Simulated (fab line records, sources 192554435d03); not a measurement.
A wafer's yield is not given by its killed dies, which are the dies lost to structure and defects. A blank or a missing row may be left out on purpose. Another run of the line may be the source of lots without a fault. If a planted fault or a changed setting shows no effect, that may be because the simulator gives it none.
The tool behind it: which one? -- flow n5Finfet -- 11 lots with 33 wafers sampled at 4 steps, on a route of 1938 steps

## WHAT THE GAUGES READ, wafer by wafer
N5_BEOL_M11_CD_MEAS_11 targets a cd of 64.1 nm.
lot,measured,on,cdNm (nm)
L075,day 10 10:10,cdSem-03,64.3 64.0 64.5
L076,day 10 17:37,cdSem-01,63.8 64.1 64.6
L080,day 11 11:18,cdSem-02,63.6 63.5 64.2
L081,day 11 15:12,cdSem-03,63.6 64.0 63.4
L083,day 12 09:32,cdSem-02,64.6 63.9 64.4
L086,day 13 17:19,cdSem-02,64.4 64.6 65.6
L088,day 13 23:13,cdSem-03,63.2 63.8 63.9
L090,day 14 05:43,cdSem-01,64.0 63.0 64.5
L094,day 14 20:28,cdSem-03,64.2 62.9 64.0
L095,day 15 21:38,cdSem-02,63.2 63.9 63.5
L097,day 16 11:31,cdSem-02,64.3 64.1 64.3

## TOOL THAT RAN EACH LOT (tool first, then ch and the chambers of the sampled wafers, then the start)
lot,N5_BEOL_M10_VIA_ETCH_34,N5_BEOL_M10_STRIP_36,N5_BEOL_M10_CURE_72
L075,"rieDiel-06 ch 0,2,3, day 10 05:17","rieDiel-06 ch 0,2,3, day 10 05:20","uvCure-02 ch 1, day 10 05:52"
L076,"rieDiel-06 ch 0,2,3, day 10 11:33","rieDiel-06 ch 0,2,3, day 10 11:37","uvCure-02 ch 0, day 10 12:02"
L080,"rieDiel-02 ch 2,3, day 11 06:05","rieDiel-02 ch 2,3, day 11 06:08","uvCure-02 ch 0, day 11 06:34"
L081,"rieDiel-01 ch 1,3, day 11 10:04","rieDiel-01 ch 1,3, day 11 10:08","uvCure-03 ch 2, day 11 10:58"
L083,"rieDiel-06 ch 0,1,3, day 12 04:23","rieDiel-06 ch 0,1,3, day 12 04:27","uvCure-01 ch 0, day 12 04:52"
L086,"rieDiel-06 ch 0,2,3, day 13 11:57","rieDiel-06 ch 0,2,3, day 13 12:01","uvCure-01 ch 2, day 13 12:26"
L088,"rieDiel-06 ch 0,1,3, day 13 18:53","rieDiel-06 ch 0,1,3, day 13 18:56","uvCure-03 ch 2, day 13 19:35"
L090,"rieDiel-02 ch 0,3, day 14 00:53","rieDiel-02 ch 0,3, day 14 00:56","uvCure-01 ch 1, day 14 01:27"
L094,"rieDiel-02 ch 0,3, day 14 11:53","rieDiel-02 ch 0,3, day 14 11:57","uvCure-01 ch 1, day 14 12:35"
L095,"rieDiel-02 ch 2,3, day 15 17:01","rieDiel-02 ch 2,3, day 15 17:05","uvCure-01 ch 2, day 15 17:29"
L097,"rieDiel-02 ch 1,2,3, day 16 06:12","rieDiel-02 ch 1,2,3, day 16 06:16","uvCure-01 ch 2, day 16 06:40"
- N5_BEOL_M10_VIA_ETCH_34: etches SiCOH lowk in C4F6/O2, target depth 184.5 nm, time 69.2 s.
- N5_BEOL_M10_STRIP_36: strips in N2/H2.
- N5_BEOL_M10_CURE_72: cures SiCOH lowk, time 120 s.

## THE ANSWER, worked out from the rows above alone
Rule: usual is defined by the lots themselves. Put in order of their means at a reading, lots are off if they are a third of the lots or fewer, leave a main group of 4 or more, and stand apart from it by a gap of 3 or more times the standard deviation of the main group's means; of several such gaps the widest counts. A main group is skipped when, at the precision printed for the reading in the tables above, its means are all equal. A lot without any number at a reading at which 4 lots or more have one is off too. All remaining lots with rows at the step are treated as sound.
Across all readings shown, no lot is off: no conclusion can be drawn from this.

## WHAT THE SIMULATOR HAD INSERTED
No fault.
